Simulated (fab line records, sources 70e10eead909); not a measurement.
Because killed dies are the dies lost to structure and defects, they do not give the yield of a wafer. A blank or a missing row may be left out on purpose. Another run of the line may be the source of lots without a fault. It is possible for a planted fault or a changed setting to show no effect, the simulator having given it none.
Which tool is to blame? :: flow nand-harc :: Sampling: 11 lots, 33 wafers, 5 of 1159 route steps

WHAT THE GAUGES READ, wafer by wafer
NHARC_END_SORT_01. Usual: defect-limited-yield 95.2 %, standard deviation 1.9; killed-at-array 29, standard deviation 13; killed-at-other 0.7, standard deviation 1; killed-at-periphery 3.2, standard deviation 2.3; killed-dies 33, standard deviation 13; killed-open 3.3, standard deviation 1.7; killed-short 2.0, standard deviation 1.5; sort_bin_2_pct 1.5 %, standard deviation 0.8; sort_bin_3_pct 0.27 %, standard deviation 0.22; sort_bin_4_pct 3.0 %, standard deviation 1.1; sort-n-pass 644, standard deviation 13; sort-rim-yield-pct 96.0 %, standard deviation 2.9; sort-yield-pct 95.2 %, standard deviation 1.9.
lot: L990
measured: day 19 14:54
on: prober-02
defect-limited-yield (%): 95.7 95.4 96.5
killed-at-array: 26 27 23
killed-at-other: 1 1 0
killed-at-periphery: 2 3 1
killed-dies: 29 31 24
killed-open: 2 4 2
killed-short: 1 2 2
sort_bin_2_pct (%): 0.9 1.6 0.7
sort_bin_3_pct (%): 0.15 0.15 0.59
sort_bin_4_pct (%): 3.2 2.8 2.2
sort-n-pass: 648 646 653
sort-rim-yield-pct (%): 98.1 98.1 97.2
sort-yield-pct (%): 95.7 95.4 96.5
flag: 

lot: L995
measured: day 21 07:10
on: prober-01
defect-limited-yield (%): 94.1 93.1 91.6
killed-at-array: 36 39 45
killed-at-other: 0 3 3
killed-at-periphery: 4 5 9
killed-dies: 40 47 57
killed-open: 8 4 7
killed-short: 2 1 2
sort_bin_2_pct (%): 1.6 1.9 2.4
sort_bin_3_pct (%): 0 0.44 0.74
sort_bin_4_pct (%): 4.3 4.6 5.3
sort-n-pass: 637 630 620
sort-rim-yield-pct (%): 90.6 98.1 88.7
sort-yield-pct (%): 94.1 93.1 91.6
flag: 

lot: L102
measured: day 23 02:31
on: prober-02
defect-limited-yield (%): 93.4 93.1 92.9
killed-at-array: 44 42 46
killed-at-other: 0 0 0
killed-at-periphery: 1 5 2
killed-dies: 45 47 48
killed-open: 3 4 3
killed-short: 1 3 1
sort_bin_2_pct (%): 2.5 2.2 2.8
sort_bin_3_pct (%): 0.44 0.44 0
sort_bin_4_pct (%): 3.7 4.3 4.3
sort-n-pass: 632 630 629
sort-rim-yield-pct (%): 98.1 88.7 94.3
sort-yield-pct (%): 93.4 93.1 92.9
flag: 

lot: L103
measured: day 23 20:14
on: prober-01
defect-limited-yield (%): 97.0 95.1 95.1
killed-at-array: 18 26 25
killed-at-other: 2 3 3
killed-at-periphery: 0 4 5
killed-dies: 20 33 33
killed-open: 2 3 6
killed-short: 0 1 2
sort_bin_2_pct (%): 0.7 1.0 1.8
sort_bin_3_pct (%): 0.15 0.30 0
sort_bin_4_pct (%): 2.1 3.5 3.1
sort-n-pass: 657 644 644
sort-rim-yield-pct (%): 97.2 95.3 97.2
sort-yield-pct (%): 97.0 95.1 95.1
flag: 

EACH LOT AND THE TOOL THAT RAN IT (in order: tool; ch and the chambers of the sampled wafers; start)
lot: L987
NHARC_P_M0_ETCH_34: rie-diel-07 ch 0,1,3, day 5 15:11
NHARC_P_M0_ETCH_15: rie-diel-07 ch 1,2,3, day 5 17:05 or earlier
NHARC_P_M0_CMP_23: cmp-04 ch 0,1, day 5 17:05
NHARC_P_M1_SOFTBAKE_04: litho-track-06 ch 0, day 5 18:00

lot: L990
NHARC_P_M0_ETCH_34: rie-diel-03 ch 0,1,3, day 6 14:37
NHARC_P_M0_ETCH_15: rie-diel-03 ch 1,2,3, day 6 16:33 or earlier
NHARC_P_M0_CMP_23: cmp-03 ch 0,2,3, day 6 16:33
NHARC_P_M1_SOFTBAKE_04: litho-track-04 ch 0, day 6 17:00

lot: L992
NHARC_P_M0_ETCH_34: rie-diel-12 ch 0,3, day 7 04:56
NHARC_P_M0_ETCH_15: rie-diel-12 ch 1,2, day 7 06:56 or earlier
NHARC_P_M0_CMP_23: cmp-01 ch 0,1,2, day 7 06:56
NHARC_P_M1_SOFTBAKE_04: litho-track-04 ch 0, day 7 08:00

lot: L993
NHARC_P_M0_ETCH_34: rie-diel-07 ch 0,1,2, day 7 10:50
NHARC_P_M0_ETCH_15: rie-diel-07 ch 0,1,3, day 7 12:47 or earlier
NHARC_P_M0_CMP_23: cmp-04 ch 0,2,3, day 7 12:47
NHARC_P_M1_SOFTBAKE_04: litho-track-04 ch 0, day 7 14:00

lot: L995
NHARC_P_M0_ETCH_34: rie-diel-12 ch 0,1,3, day 7 20:43
NHARC_P_M0_ETCH_15: rie-diel-12 ch 0,3, day 7 22:40 or earlier
NHARC_P_M0_CMP_23: cmp-04 ch 0,2, day 7 22:40
NHARC_P_M1_SOFTBAKE_04: litho-track-04 ch 0, day 8 00:00

lot: L102
NHARC_P_M0_ETCH_34: rie-diel-07 ch 0,3, day 9 16:50
NHARC_P_M0_ETCH_15: rie-diel-07 ch 0,1, day 9 18:47 or earlier
NHARC_P_M0_CMP_23: cmp-01 ch 0,2,3, day 9 18:47
NHARC_P_M1_SOFTBAKE_04: litho-track-01 ch 0, day 9 20:00

lot: L103
NHARC_P_M0_ETCH_34: rie-diel-07 ch 0,2,3, day 10 04:57
NHARC_P_M0_ETCH_15: rie-diel-07 ch 1,2,3, day 10 06:52 or earlier
NHARC_P_M0_CMP_23: cmp-01 ch 0,2, day 10 06:52
NHARC_P_M1_SOFTBAKE_04: litho-track-06 ch 0, day 10 08:00

lot: L106
NHARC_P_M0_ETCH_34: rie-diel-12 ch 0,1,3, day 10 14:31
NHARC_P_M0_ETCH_15: rie-diel-12 ch 0,2,3, day 10 16:33 or earlier
NHARC_P_M0_CMP_23: cmp-01 ch 1,3, day 10 16:33
NHARC_P_M1_SOFTBAKE_04: litho-track-01 ch 0, day 10 17:00

lot: L107
NHARC_P_M0_ETCH_34: rie-diel-07 ch 0,1,3, day 10 23:58
NHARC_P_M0_ETCH_15: rie-diel-07 ch 0,2,3, day 11 01:57 or earlier
NHARC_P_M0_CMP_23: cmp-03 ch 0,2,3, day 11 01:57
NHARC_P_M1_SOFTBAKE_04: litho-track-01 ch 0, day 11 03:00

lot: L108
NHARC_P_M0_ETCH_34: rie-diel-12 ch 0,1, day 11 01:11
NHARC_P_M0_ETCH_15: rie-diel-12 ch 1,2, day 11 03:11 or earlier
NHARC_P_M0_CMP_23: cmp-03 ch 0,1,3, day 11 03:11
NHARC_P_M1_SOFTBAKE_04: litho-track-01 ch 0, day 11 04:00

lot: L110
NHARC_P_M0_ETCH_34: rie-diel-07 ch 0,1,2, day 11 12:47
NHARC_P_M0_ETCH_15: rie-diel-07 ch 0,2,3, day 11 14:45 or earlier
NHARC_P_M0_CMP_23: cmp-01 ch 1,2, day 11 14:45
NHARC_P_M1_SOFTBAKE_04: litho-track-01 ch 0, day 11 16:00
- NHARC_P_M0_ETCH_34: etches the open film in N2/H2, target depth 40 nm, overetch 12 nm, time 43.94 s.
- NHARC_P_M0_ETCH_15: etches the open film in C4F8/Ar, target depth 150 nm, overetch 15 nm, time 82.5 s.
- NHARC_P_M0_CMP_23: polishes, t overpolish 20 s, target thk 117.53 nm.
- NHARC_P_M1_SOFTBAKE_04: time 55 s.

AS READ BY THE TOOLS THEMSELVES (means over the sampled wafers that have a number; for cases with no such wafer, the mark the record gives instead)
NHARC_P_M0_ETCH_34. Usual: bias-w 150.0 W, standard deviation 0.41; chamber-pressure-mTorr 29.998 mTorr, standard deviation 0.026; drypump-motor-current-A 5.9 A, standard deviation 0.55; mfc-ar-sccm 0.004 sccm, standard deviation 0.0069; oes-product-au 0.997 a.u., standard deviation 0.012; rf-vpp-V 431.9 V, standard deviation 2.2; showerhead-plenum-p-Torr 2.09 Torr, standard deviation 0.078; throttle-valve-pct 14.170 %, standard deviation 0.0086.
lot: L987
tool: rie-diel-07
bias-w (W): 150.5
chamber-pressure-mTorr (mTorr): 30.034
drypump-motor-current-A (A): 6.2
mfc-ar-sccm (sccm): 0.000
oes-product-au (a.u.): 1.008
rf-vpp-V (V): 431.8
showerhead-plenum-p-Torr (Torr): 2.06
throttle-valve-pct (%): 14.172
flag: 

lot: L990
tool: rie-diel-03
bias-w (W): 149.4
chamber-pressure-mTorr (mTorr): 29.989
drypump-motor-current-A (A): 5.5
mfc-ar-sccm (sccm): 0.014
oes-product-au (a.u.): 1.013
rf-vpp-V (V): 429.5
showerhead-plenum-p-Torr (Torr): 2.01
throttle-valve-pct (%): 14.166
flag: 

lot: L992
tool: rie-diel-12
bias-w (W): 149.7
chamber-pressure-mTorr (mTorr): 29.995
drypump-motor-current-A (A): 6.3
mfc-ar-sccm (sccm): 0.011
oes-product-au (a.u.): 1.003
rf-vpp-V (V): 433.4
showerhead-plenum-p-Torr (Torr): 2.14
throttle-valve-pct (%): 14.173
flag: 

lot: L993
tool: rie-diel-07
bias-w (W): 149.9
chamber-pressure-mTorr (mTorr): 29.993
drypump-motor-current-A (A): 6.3
mfc-ar-sccm (sccm): 0.000
oes-product-au (a.u.): 1.002
rf-vpp-V (V): 433.1
showerhead-plenum-p-Torr (Torr): 2.12
throttle-valve-pct (%): 14.173
flag: 

lot: L995
tool: rie-diel-12
bias-w (W): 150.2
chamber-pressure-mTorr (mTorr): 30.012
drypump-motor-current-A (A): 5.7
mfc-ar-sccm (sccm): 0.005
oes-product-au (a.u.): 0.989
rf-vpp-V (V): 432.5
showerhead-plenum-p-Torr (Torr): 2.11
throttle-valve-pct (%): 14.175
flag: 

lot: L102
tool: rie-diel-07
bias-w (W): 150.0
chamber-pressure-mTorr (mTorr): 29.991
drypump-motor-current-A (A): 6.3
mfc-ar-sccm (sccm): 0.000
oes-product-au (a.u.): 1.000
rf-vpp-V (V): 429.6
showerhead-plenum-p-Torr (Torr): 2.00
throttle-valve-pct (%): 14.175
flag: 

lot: L103
tool: rie-diel-07
bias-w (W): 150.0
chamber-pressure-mTorr (mTorr): 29.986
drypump-motor-current-A (A): 6.4
mfc-ar-sccm (sccm): 0.000
oes-product-au (a.u.): 0.985
rf-vpp-V (V): 430.4
showerhead-plenum-p-Torr (Torr): 2.06
throttle-valve-pct (%): 14.176
flag: 

lot: L106
tool: rie-diel-12
bias-w (W): 149.8
chamber-pressure-mTorr (mTorr): 29.993
drypump-motor-current-A (A): 5.7
mfc-ar-sccm (sccm): 0.005
oes-product-au (a.u.): 0.995
rf-vpp-V (V): 432.4
showerhead-plenum-p-Torr (Torr): 2.11
throttle-valve-pct (%): 14.176
flag: 

lot: L107
tool: rie-diel-07
bias-w (W): 150.4
chamber-pressure-mTorr (mTorr): 30.001
drypump-motor-current-A (A): 6.2
mfc-ar-sccm (sccm): 0.000
oes-product-au (a.u.): 1.005
rf-vpp-V (V): 431.8
showerhead-plenum-p-Torr (Torr): 2.06
throttle-valve-pct (%): 14.164
flag: 

lot: L108
tool: rie-diel-12
bias-w (W): 150.0
chamber-pressure-mTorr (mTorr): 30.012
drypump-motor-current-A (A): 5.2
mfc-ar-sccm (sccm): 0.000
oes-product-au (a.u.): 0.991
rf-vpp-V (V): 431.4
showerhead-plenum-p-Torr (Torr): 2.08
throttle-valve-pct (%): 14.171
flag: 

lot: L110
tool: rie-diel-07
bias-w (W): 150.0
chamber-pressure-mTorr (mTorr): 29.992
drypump-motor-current-A (A): 6.3
mfc-ar-sccm (sccm): 0.000
oes-product-au (a.u.): 1.001
rf-vpp-V (V): 432.5
showerhead-plenum-p-Torr (Torr): 2.11
throttle-valve-pct (%): 14.167
flag: 

NHARC_P_M0_ETCH_15. Usual: bias-w 300.0 W, standard deviation 0.84; chamber-pressure-mTorr 25.00 mTorr, standard deviation 0.032; oes-product-au 0.948 a.u., standard deviation 0.024; rf-vpp-V 442.3 V, standard deviation 2.2.
lot: L987
tool: rie-diel-07
bias-w (W): 299.0
chamber-pressure-mTorr (mTorr): 25.00
oes-product-au (a.u.): 0.966
rf-vpp-V (V): 442.2
flag: 

lot: L990
tool: rie-diel-03
bias-w (W): 300.2
chamber-pressure-mTorr (mTorr): 25.01
oes-product-au (a.u.): 0.973
rf-vpp-V (V): 439.0
flag: 

lot: L992
tool: rie-diel-12
bias-w (W): 300.3
chamber-pressure-mTorr (mTorr): 25.00
oes-product-au (a.u.): 0.964
rf-vpp-V (V): 442.4
flag: 

lot: L993
tool: rie-diel-07
bias-w (W): 299.5
chamber-pressure-mTorr (mTorr): 25.00
oes-product-au (a.u.): 0.969
rf-vpp-V (V): 441.3
flag: 

lot: L995
tool: rie-diel-12
bias-w (W): 299.8
chamber-pressure-mTorr (mTorr): 25.00
oes-product-au (a.u.): 0.927
rf-vpp-V (V): 444.0
flag: 

lot: L102
tool: rie-diel-07
bias-w (W): 299.3
chamber-pressure-mTorr (mTorr): 25.00
oes-product-au (a.u.): 0.938
rf-vpp-V (V): 442.1
flag: 

lot: L103
tool: rie-diel-07
bias-w (W): 300.4
chamber-pressure-mTorr (mTorr): 25.00
oes-product-au (a.u.): 0.916
rf-vpp-V (V): 442.0
flag: 

lot: L106
tool: rie-diel-12
bias-w (W): 299.9
chamber-pressure-mTorr (mTorr): 25.00
oes-product-au (a.u.): 0.940
rf-vpp-V (V): 444.1
flag: 

lot: L107
tool: rie-diel-07
bias-w (W): 300.1
chamber-pressure-mTorr (mTorr): 24.99
oes-product-au (a.u.): 0.962
rf-vpp-V (V): 440.9
flag: 

lot: L108
tool: rie-diel-12
bias-w (W): 300.8
chamber-pressure-mTorr (mTorr): 25.00
oes-product-au (a.u.): 0.953
rf-vpp-V (V): 443.8
flag: 

lot: L110
tool: rie-diel-07
bias-w (W): 300.7
chamber-pressure-mTorr (mTorr): 24.99
oes-product-au (a.u.): 0.972
rf-vpp-V (V): 440.8
flag: 

NHARC_P_M0_CMP_23. Usual: motor-current-A 12.1 A, standard deviation 1.1; time-to-endpoint-s 28.5 s, standard deviation 2.9.
lot: L987
tool: cmp-04
motor-current-A (A): 11.1
time-to-endpoint-s (s): 25.0
flag: 

lot: L990
tool: cmp-03
motor-current-A (A): 13.5
time-to-endpoint-s (s): 31.1
flag: 

lot: L992
tool: cmp-01
motor-current-A (A): 11.9
time-to-endpoint-s (s): 30.6
flag: 

lot: L993
tool: cmp-04
motor-current-A (A): 11.4
time-to-endpoint-s (s): 26.2
flag: 

lot: L995
tool: cmp-04
motor-current-A (A): 11.0
time-to-endpoint-s (s): 29.1
flag: 

lot: L102
tool: cmp-01
motor-current-A (A): 11.5
time-to-endpoint-s (s): 32.5
flag: 

lot: L103
tool: cmp-01
motor-current-A (A): 12.0
time-to-endpoint-s (s): 30.0
flag: 

lot: L106
tool: cmp-01
motor-current-A (A): 12.7
time-to-endpoint-s (s): 29.2
flag: 

lot: L107
tool: cmp-03
motor-current-A (A): 13.0
time-to-endpoint-s (s): 29.5
flag: 

lot: L108
tool: cmp-03
motor-current-A (A): 12.9
time-to-endpoint-s (s): 28.8
flag: 

lot: L110
tool: cmp-01
motor-current-A (A): 11.7
time-to-endpoint-s (s): 27.3
flag: 

NHARC_P_M1_SOFTBAKE_04. Usual: 188.44 W for heater-power-total-W, sd 0.12.
lot: L987
tool: litho-track-06
heater-power-total-W (W): 188.41
flag: 

lot: L990
tool: litho-track-04
heater-power-total-W (W): 188.46
flag: 

lot: L992
tool: litho-track-04
heater-power-total-W (W): 188.54
flag: 

lot: L993
tool: litho-track-04
heater-power-total-W (W): 204.11
flag: OFF

lot: L995
tool: litho-track-04
heater-power-total-W (W): 204.06
flag: OFF

lot: L102
tool: litho-track-01
heater-power-total-W (W): 188.52
flag: 

lot: L103
tool: litho-track-06
heater-power-total-W (W): 188.37
flag: 

lot: L106
tool: litho-track-01
heater-power-total-W (W): 188.43
flag: 

lot: L107
tool: litho-track-01
heater-power-total-W (W): 188.35
flag: 

lot: L108
tool: litho-track-01
heater-power-total-W (W): 188.46
flag: 

lot: L110
tool: litho-track-01
heater-power-total-W (W): 188.40
flag: 

THE ANSWER, worked out from the rows above alone
Rule: a lot is off if the mean of its wafers that have a number lies more than 3 standard deviations from the usual mean. A lot without any number at a reading at which 4 lots or more have one is off too. Where the step has rows for the other lots, those lots are counted as sound. The gauges are gone through in route order, then the tools' own readings, and for those a lot's mean is taken as printed above. At the first step where some lot is off, the reading lying furthest off is the one used; lots without a number count as furthest.
Off: L993, L995 (NHARC_P_M1_SOFTBAKE_04, heater-power-total-W).
If a tool, at that step or one of the process steps before it, ran each lot that is off and ran no sound lot following the first of them, it fits. NHARC_P_M0_ETCH_15: start missing for some lots; hours and lot order therefore follow NHARC_P_M0_CMP_23. This does not decide it: 2 tools fit, namely cmp-04 at NHARC_P_M0_CMP_23 and litho-track-04 at NHARC_P_M1_SOFTBAKE_04.

WHAT THE SIMULATOR HAD PUT IN
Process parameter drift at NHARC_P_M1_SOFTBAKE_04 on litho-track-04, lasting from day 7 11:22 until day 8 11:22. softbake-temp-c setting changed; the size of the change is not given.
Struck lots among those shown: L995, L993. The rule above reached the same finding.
